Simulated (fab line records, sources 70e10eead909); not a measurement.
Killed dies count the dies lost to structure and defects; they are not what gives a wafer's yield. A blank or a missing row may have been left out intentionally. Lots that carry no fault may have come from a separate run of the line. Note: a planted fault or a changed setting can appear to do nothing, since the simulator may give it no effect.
Which tool was responsible? :: flow nand harc :: 12 lots with 36 wafers sampled at 6 steps, on a route of 1159 steps

== WHAT THE GAUGES SHOWED, per wafer ==
NHARC_A_CONTACT_INSPECT_44.
lot: L264
measured: day 16 03:49
on: defect inspect-02
raw defect count: 9 8 16

lot: L265
measured: day 16 19:08
on: defect inspect-01
raw defect count: 31 40 39

lot: L268
measured: day 16 19:20
on: defect inspect-02
raw defect count: 5 5 5

lot: L269
measured: day 17 03:46
on: defect inspect-02
raw defect count: 26 42 28

lot: L270
measured: day 17 06:57
on: defect inspect-01
raw defect count: 13 11 13

lot: L271
measured: day 17 20:49
on: defect inspect-01
raw defect count: 11 11 17

lot: L274
measured: day 18 14:13
on: defect inspect-02
raw defect count: 31 25 33

lot: L278
measured: day 20 00:59
on: defect inspect-02
raw defect count: 355 296 315

lot: L281
measured: day 20 10:43
on: defect inspect-01
raw defect count: 308 355 365

lot: L285
measured: day 21 16:25
on: defect inspect-01
raw defect count: 26 25 41

lot: L287
measured: day 22 01:46
on: defect inspect-02
raw defect count: 39 40 34

lot: L286
measured: day 22 07:47
on: defect inspect-01
raw defect count: 35 39 43

NHARC_END_SORT_01.
lot: L268
measured: day 19 21:45
on: prober-01
killed at array: 11 8 12
killed at other: 0 0 0
killed at periphery: 3 3 4
killed dies: 14 11 16
killed open: 4 4 5
killed short: 3 1 3

lot: L274
measured: day 21 10:02
on: prober-01
killed at array: 30 24 37
killed at other: 0 0 0
killed at periphery: 0 0 0
killed dies: 30 24 37
killed open: 3 2 4
killed short: 2 3 4

lot: L278
measured: day 23 08:01
on: prober-01
killed at array: 62 60 82
killed at other: 0 0 2
killed at periphery: 0 0 0
killed dies: 62 60 84
killed open: 1 1 1
killed short: 2 0 4

lot: L281
measured: day 23 22:29
on: prober-02
killed at array: 66 68 84
killed at other: 2 1 1
killed at periphery: 2 1 3
killed dies: 70 70 88
killed open: 4 2 2
killed short: 3 2 4

== WHICH TOOL RAN EACH LOT (tool, then ch and the chambers of the sampled wafers, then the start) ==
lot: L264
NHARC_A_WL_FILL_CVD_20: cvd w-02 ch 0,1, day 15 23:19 or earlier
NHARC_A_WL_FILL_CMP_12: cmp-02 ch 1,3, day 15 23:19
NHARC_A_CONTACT_DEP_28: acl dep-01 ch 0, day 16 00:46
NHARC_A_CONTACT_ETCH_113: har cap etch-01 ch 0,1, day 16 05:26

lot: L265
NHARC_A_WL_FILL_CVD_20: cvd w-02 ch 0,1, day 16 11:59 or earlier
NHARC_A_WL_FILL_CMP_12: cmp-04 ch 0,3, day 16 11:59
NHARC_A_CONTACT_DEP_28: acl dep-03 ch 0, day 16 16:13
NHARC_A_CONTACT_ETCH_113: har cap etch-01 ch 0,1, day 16 20:47

lot: L268
NHARC_A_WL_FILL_CVD_20: cvd w-01 ch 0,1, day 16 12:25 or earlier
NHARC_A_WL_FILL_CMP_12: cmp-02 ch 1,2, day 16 12:25
NHARC_A_CONTACT_DEP_28: acl dep-02 ch 0, day 16 16:55
NHARC_A_CONTACT_ETCH_113: har cap etch-03 ch 0,1, day 16 21:23

lot: L269
NHARC_A_WL_FILL_CVD_20: cvd w-02 ch 0,1, day 16 23:27 or earlier
NHARC_A_WL_FILL_CMP_12: cmp-04 ch 2,3, day 16 23:27
NHARC_A_CONTACT_DEP_28: acl dep-01 ch 0, day 17 00:57
NHARC_A_CONTACT_ETCH_113: har cap etch-01 ch 1, day 17 05:29

lot: L270
NHARC_A_WL_FILL_CVD_20: cvd w-01 ch 0,1, day 17 02:22 or earlier
NHARC_A_WL_FILL_CMP_12: cmp-04 ch 0,1,3, day 17 02:22
NHARC_A_CONTACT_DEP_28: acl dep-03 ch 0, day 17 03:51
NHARC_A_CONTACT_ETCH_113: har cap etch-02 ch 0,1, day 17 08:41

lot: L271
NHARC_A_WL_FILL_CVD_20: cvd w-01 ch 0,1, day 17 16:41 or earlier
NHARC_A_WL_FILL_CMP_12: cmp-01 ch 2,3, day 17 16:41
NHARC_A_CONTACT_DEP_28: acl dep-02 ch 0, day 17 17:49
NHARC_A_CONTACT_ETCH_113: har cap etch-02 ch 0,1, day 17 22:29

lot: L274
NHARC_A_WL_FILL_CVD_20: cvd w-02 ch 1, day 18 08:20 or earlier
NHARC_A_WL_FILL_CMP_12: cmp-02 ch 1,2, day 18 08:20
NHARC_A_CONTACT_DEP_28: acl dep-01 ch 0, day 18 11:13
NHARC_A_CONTACT_ETCH_113: har cap etch-02 ch 0,1, day 18 15:53

lot: L278
NHARC_A_WL_FILL_CVD_20: cvd w-02 ch 0,1, day 19 20:45 or earlier
NHARC_A_WL_FILL_CMP_12: cmp-04 ch 2,3, day 19 20:45
NHARC_A_CONTACT_DEP_28: acl dep-02 ch 0, day 19 22:38
NHARC_A_CONTACT_ETCH_113: har cap etch-02 ch 0,1, day 20 02:52

lot: L281
NHARC_A_WL_FILL_CVD_20: cvd w-01 ch 0,1, day 20 02:05 or earlier
NHARC_A_WL_FILL_CMP_12: cmp-01 ch 0,1,3, day 20 02:05
NHARC_A_CONTACT_DEP_28: acl dep-02 ch 0, day 20 08:02
NHARC_A_CONTACT_ETCH_113: har cap etch-02 ch 0,1, day 20 12:26

lot: L285
NHARC_A_WL_FILL_CVD_20: cvd w-02 ch 1, day 21 12:11 or earlier
NHARC_A_WL_FILL_CMP_12: cmp-04 ch 0,1, day 21 12:11
NHARC_A_CONTACT_DEP_28: acl dep-03 ch 0, day 21 13:43
NHARC_A_CONTACT_ETCH_113: har cap etch-01 ch 0,1, day 21 18:04

lot: L287
NHARC_A_WL_FILL_CVD_20: cvd w-01 ch 0,1, day 21 21:26 or earlier
NHARC_A_WL_FILL_CMP_12: cmp-01 ch 0,1, day 21 21:26
NHARC_A_CONTACT_DEP_28: acl dep-03 ch 0, day 21 23:23
NHARC_A_CONTACT_ETCH_113: har cap etch-01 ch 0,1, day 22 03:25

lot: L286
NHARC_A_WL_FILL_CVD_20: cvd w-01 ch 0,1, day 22 03:05 or earlier
NHARC_A_WL_FILL_CMP_12: cmp-01 ch 1,3, day 22 03:05
NHARC_A_CONTACT_DEP_28: acl dep-03 ch 0, day 22 05:25
NHARC_A_CONTACT_ETCH_113: har cap etch-03 ch 0,1, day 22 11:25
- NHARC_A_WL_FILL_CVD_20: deposits W, target thk 75 nm, time 5064 s.
- NHARC_A_WL_FILL_CMP_12: polishes, t overpolish 30 s, target thk 75 nm.
- NHARC_A_CONTACT_DEP_28: deposits aC, target thk 3600 nm.
- NHARC_A_CONTACT_ETCH_113: etches the open film in C4F8/O2/Ar, time 94 s, target depth 922 nm.

== AS READ BY THE TOOLS THEMSELVES (means over the sampled wafers that have a number; for cases with no such wafer, the mark the record gives instead) ==
NHARC_A_WL_FILL_CVD_20.
lot: L264
tool: cvd w-02
heater power w (W): 474
susceptor temp C (C): 299.92
throttle valve pct (%): 8.18

lot: L265
tool: cvd w-02
heater power w (W): 457
susceptor temp C (C): 299.84
throttle valve pct (%): 8.05

lot: L268
tool: cvd w-01
heater power w (W): 498
susceptor temp C (C): 300.18
throttle valve pct (%): 7.88

lot: L269
tool: cvd w-02
heater power w (W): 482
susceptor temp C (C): 299.95
throttle valve pct (%): 8.21

lot: L270
tool: cvd w-01
heater power w (W): 507
susceptor temp C (C): 299.86
throttle valve pct (%): 8.00

lot: L271
tool: cvd w-01
heater power w (W): 510
susceptor temp C (C): 299.92
throttle valve pct (%): 8.05

lot: L274
tool: cvd w-02
heater power w (W): 437
susceptor temp C (C): 299.82
throttle valve pct (%): 8.00

lot: L278
tool: cvd w-02
heater power w (W): 466
susceptor temp C (C): 299.80
throttle valve pct (%): 8.01

lot: L281
tool: cvd w-01
heater power w (W): 504
susceptor temp C (C): 299.99
throttle valve pct (%): 8.00

lot: L285
tool: cvd w-02
heater power w (W): 444
susceptor temp C (C): 300.21
throttle valve pct (%): 8.05

lot: L287
tool: cvd w-01
heater power w (W): 487
susceptor temp C (C): -
throttle valve pct (%): 7.74

lot: L286
tool: cvd w-01
heater power w (W): 495
susceptor temp C (C): 299.99
throttle valve pct (%): 7.79

NHARC_A_WL_FILL_CMP_12.
lot: L264
tool: cmp-02
motor current A (A): 12.5
overpolish run s (s): 29.996
time to endpoint s (s): 16.1

lot: L265
tool: cmp-04
motor current A (A): 11.2
overpolish run s (s): 30.001
time to endpoint s (s): 14.1

lot: L268
tool: cmp-02
motor current A (A): 13.1
overpolish run s (s): 30.002
time to endpoint s (s): 15.5

lot: L269
tool: cmp-04
motor current A (A): 11.2
overpolish run s (s): 29.999
time to endpoint s (s): 14.4

lot: L270
tool: cmp-04
motor current A (A): 12.1
overpolish run s (s): 30.006
time to endpoint s (s): 14.1

lot: L271
tool: cmp-01
motor current A (A): 11.6
overpolish run s (s): 30.000
time to endpoint s (s): 17.9

lot: L274
tool: cmp-02
motor current A (A): 13.4
overpolish run s (s): 30.006
time to endpoint s (s): 17.0

lot: L278
tool: cmp-04
motor current A (A): 10.6
overpolish run s (s): 29.995
time to endpoint s (s): 16.9

lot: L281
tool: cmp-01
motor current A (A): 12.8
overpolish run s (s): 29.998
time to endpoint s (s): 15.0

lot: L285
tool: cmp-04
motor current A (A): 12.6
overpolish run s (s): 29.994
time to endpoint s (s): 15.8

lot: L287
tool: cmp-01
motor current A (A): 12.5
overpolish run s (s): 29.999
time to endpoint s (s): 17.5

lot: L286
tool: cmp-01
motor current A (A): 11.9
overpolish run s (s): 30.003
time to endpoint s (s): 16.2

NHARC_A_CONTACT_DEP_28.
lot: L264
tool: acl dep-01
susceptor temp C (C): -
throttle valve pct (%): 35.008

lot: L265
tool: acl dep-03
susceptor temp C (C): -
throttle valve pct (%): 35.005

lot: L268
tool: acl dep-02
susceptor temp C (C): -
throttle valve pct (%): 35.002

lot: L269
tool: acl dep-01
susceptor temp C (C): 399.86
throttle valve pct (%): 34.995

lot: L270
tool: acl dep-03
susceptor temp C (C): 399.96
throttle valve pct (%): 35.001

lot: L271
tool: acl dep-02
susceptor temp C (C): 399.77
throttle valve pct (%): 34.988

lot: L274
tool: acl dep-01
susceptor temp C (C): -
throttle valve pct (%): 34.998

lot: L278
tool: acl dep-02
susceptor temp C (C): 399.97
throttle valve pct (%): 35.000

lot: L281
tool: acl dep-02
susceptor temp C (C): -
throttle valve pct (%): 35.001

lot: L285
tool: acl dep-03
susceptor temp C (C): 400.03
throttle valve pct (%): 34.996

lot: L287
tool: acl dep-03
susceptor temp C (C): 400.33
throttle valve pct (%): 35.001

lot: L286
tool: acl dep-03
susceptor temp C (C): 399.76
throttle valve pct (%): 34.983

== THE ANSWER, worked out from the rows above alone ==
Rule: the usual values come from the lots themselves. Put in order of their means at a reading, lots are off if they are a third of the lots or fewer, leave a main group of 4 or more, and stand apart from it by a gap of 3 or more times the standard deviation of the main group's means; of several such gaps the widest counts. A main group whose means are all the same, to the digits that the tables above print for the reading, isn't used. A lot without any number at a reading at which 4 lots or more have one is off too. All remaining lots with rows at the step are treated as sound. The gauges are gone through in route order, then the tools' own readings, and for those a lot's mean is taken as printed above. At the first step where some lot is off, the reading lying furthest off is the one used; lots without a number count as furthest.
Off, at NHARC_A_CONTACT_INSPECT_44 on raw defect count: L278, L281. The main group: mean 25, standard deviation 12.
If a tool, at a process step before that reading, ran all the lots that are off and no sound lot after the first of them, it fits. The gauges at NHARC_A_CONTACT_INSPECT_44 are tried like those tools. With no start given for some of its lots, NHARC_A_WL_FILL_CVD_20 uses the hours and lot order of NHARC_A_WL_FILL_CMP_12. One fits: NHARC_A_CONTACT_DEP_28 on acl dep-02. A fault onset in the window from L271 (day 17 17:49, its last sound lot) to L278 (day 19 22:38, its first lot off) fits.

== WHAT THE SIMULATOR HAD INSERTED ==
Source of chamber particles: acl dep-02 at NHARC_A_CONTACT_DEP_28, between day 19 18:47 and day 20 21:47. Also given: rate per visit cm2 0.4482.
Lots struck among those shown: L278, L281. This agrees with what the rule above found.
